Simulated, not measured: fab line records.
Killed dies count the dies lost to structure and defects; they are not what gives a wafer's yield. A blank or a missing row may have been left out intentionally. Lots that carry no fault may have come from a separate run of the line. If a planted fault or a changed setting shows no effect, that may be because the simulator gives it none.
Chamber matching | flow n5-finfet | cmp-03 running N5_BEOL_M12_CMP_49: 4 sister chambers
The step polishes, stops on SiOC, t overpolish 20.6 s, target thk 320 nm. 4 wafers are shown with their chamber, then 8 later ones without.

WAFERS, EACH WITH ITS CHAMBER
wafer  | chamber | barrier-field-endpoint-s (s)
L090.1 | 1       | 29.6
L089.4 | 2       | 30.9
L089.6 | 0       | 28.2
L091.2 | 3       | 31.0

WAFERS WHOSE CHAMBER IS MISSING
wafer  | barrier-field-endpoint-s (s)
L091.3 | 31.9
L091.5 | 29.5
L092.1 | 32.2
L092.4 | 30.1
L092.5 | 30.1
L097.1 | 31.7
L097.4 | 30.6
L097.5 | 29.7

CHAMBER TAKEN BY EACH
wafer  | from the rows above          | in truth
L091.3 | can't be placed: 3 or 2      | 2
L091.5 | can't be placed: 1 or 0      | 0
L092.1 | can't be placed: 3 or 2      | 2
L092.4 | can't be placed: 1 or 2 or 3 | 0
L092.5 | can't be placed: 1 or 2 or 3 | 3
L097.1 | can't be placed: 3 or 2      | 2
L097.4 | can't be placed: 2 or 3 or 1 | 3
L097.5 | can't be placed: 1 or 2 or 3 | 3
Correct placement for 0 of the 8. Cannot be placed on the basis of these rows: 8; the candidates contain the true chamber in 7. 0 placed wrongly.
How it was worked out, from the rows above alone: a wafer's distance from a chamber is the root of the sum, over the readings, of the square of ((its reading less the chamber's mean) divided by the reading's scatter). If the next closest chamber is less than 2 further off than the closest, the wafer can't be placed; otherwise it belongs to the closest. Each chamber's mean is taken over the wafers shown for it. The scatter: with one shown wafer a chamber, the root of the mean of the squares of how far each hidden wafer lies from its nearest shown one.
